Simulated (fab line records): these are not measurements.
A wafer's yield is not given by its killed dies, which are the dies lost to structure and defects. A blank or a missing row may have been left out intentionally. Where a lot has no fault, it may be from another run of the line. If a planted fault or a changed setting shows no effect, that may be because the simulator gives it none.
Comparing a struck lot with a sound one + flow n5Finfet + 36 out of 1938 route steps
Sound: wafers L620.2, L620.3, L620.6. Struck: wafers L627.2, L627.3, L627.4. The cause is given at the end.
At each step with rows: each side's tool, then ch and its chambers, then its first start. Under that, the readings that differ: sound wafers + struck wafers + difference of the means + sigmas: that difference in standard deviations of wafers without a fault.
alike: a reading whose means differ by less than 2 such deviations, as well as words and numbers matching on both sides. not compared: withheld readings; readings where some wafer has no value; bounds like >300 that might hide an equal value; numbers whose values overlap and for which the record gives no deviation.
A row with sigmas, a row that says differs or no value, or rows on one side alone: a step with any of these is where the two part. Numbers that don't overlap but have no deviation are shown without sigmas and don't part them. A reading that every wafer of one side lacks parts them only if that side has two wafers or more.

first, 9 steps without rows for these wafers: N5_BEOL_M4_ANNEAL_95 (time 240 s); N5_BEOL_M4_SPUTTER_96 (material Cu, target thk 4.5 nm, time 8.29 s); N5_BEOL_M4_ECD_50 (material Cu, target thk 300 nm); N5_BEOL_M4_ANNEAL_51 (time 90 s); N5_BEOL_M4_CMP_52 (polishes, stops on SiOC, t overpolish 6.8 s, target thk 40 nm); N5_BEOL_M4_PRE_CLEAN_60 (time 15 s); N5_BEOL_M4_CO_CAP_55 (material Co, precursor CCTBA/H2, target thk 2 nm, time 102.1 s); N5_BEOL_M4_PRE_CLEAN_56 (time 15 s); N5_BEOL_M4_DEP_57 (deposits SiCN from 3MS/NH3, target thk 8 nm, time 14 s).
N5_BEOL_M4_RC_MEAS_101:
  sound on prober-01 ch 0, day 11 12:11; struck on prober-01 ch 0, day 13 04:40
  alike: DIBL_N, DIBL_P, IOFF_N, IOFF_P, ION_N, ION_P, SS_N, SS_P, VT_N, VT_P
then, 24 steps without rows for these wafers: N5_BEOL_M5_ILD_DEP_00 (deposits SiCOH lowk from DEMS/porogen, target thk 140.64 nm, time 25.9 s); N5_BEOL_M5_CURE_79 (cures SiCOH lowk, time 240 s); N5_BEOL_M5_PECVD_70 (deposits SiO2 from TEOS/O2, target thk 16 nm, time 18 s); N5_BEOL_M5_HM_DEP_02 (deposits TiN, target thk 20 nm); N5_BEOL_M5_COAT_59 (time 60 s, resist thk 60 nm); N5_BEOL_M5_COAT_60 (time 60 s, resist thk 12 nm); N5_BEOL_M5_COAT_71 (time 60 s, resist thk 5 nm); N5_BEOL_M5_COAT_05 (resist thk 30 nm); N5_BEOL_M5_EBR_07; N5_BEOL_M5_SOFTBAKE_06 (time 60 s); N5_BEOL_M5_EXPOSE_08 (exposes mask M5, target cd 28 nm); N5_BEOL_M5_PEB_09 (peb time 60 s); N5_BEOL_M5_DEVELOP_10 (develop time 30 s); N5_BEOL_M5_DESCUM_16 (chemistry O2, time 7 s); N5_BEOL_M5_ETCH_72 (etches underlayer in N2/H2, target depth 6.5 nm, time 5.2 s); N5_BEOL_M5_ETCH_61 (etches SiARC in CF4, target depth 15.6 nm, time 26 s); N5_BEOL_M5_ETCH_62 (etches SOC in N2/H2, target depth 75 nm, overetch 15 nm, time 112.5 s); N5_BEOL_M5_STRIP_63 (strips in N2/H2); N5_BEOL_M5_STRIP_73 (strips in N2/H2); N5_BEOL_M5_STRIP_64 (strips in CF4); N5_BEOL_M5_HM_OPEN_17 (chemistry Cl2/BCl3, target TiN, target depth 20 nm, overetch 6 nm); N5_BEOL_M5_STRIP_19 (strips in O2); N5_BEOL_M5_COAT_65 (time 60 s, resist thk 60 nm); N5_BEOL_M5_COAT_66 (time 60 s, resist thk 12 nm).
N5_BEOL_M5_EXPOSE_25: exposes mask V4, defocus 10 nm.
  sound on euvScanner-02 ch 0, day 11 18:25; struck on euvScanner-02 ch 0, day 13 08:11
  alike: mask, stageMsdNm
-- record jumps: 4 days separate the struck wafers' starts on either side; left off in module BEOL_M5, taken up again in module PASSIVATION, whose first shown step is the route's number 1936 --
N5_PASSIVATION_PROBE_49:
  rows exist in the record for the struck wafers here (prober-01, day 17 13:53), but not for the sound ones

== WHERE THEY PART ==
Only at N5_PASSIVATION_PROBE_49, as far as this record shows.

WHY: whatever the simulator had introduced
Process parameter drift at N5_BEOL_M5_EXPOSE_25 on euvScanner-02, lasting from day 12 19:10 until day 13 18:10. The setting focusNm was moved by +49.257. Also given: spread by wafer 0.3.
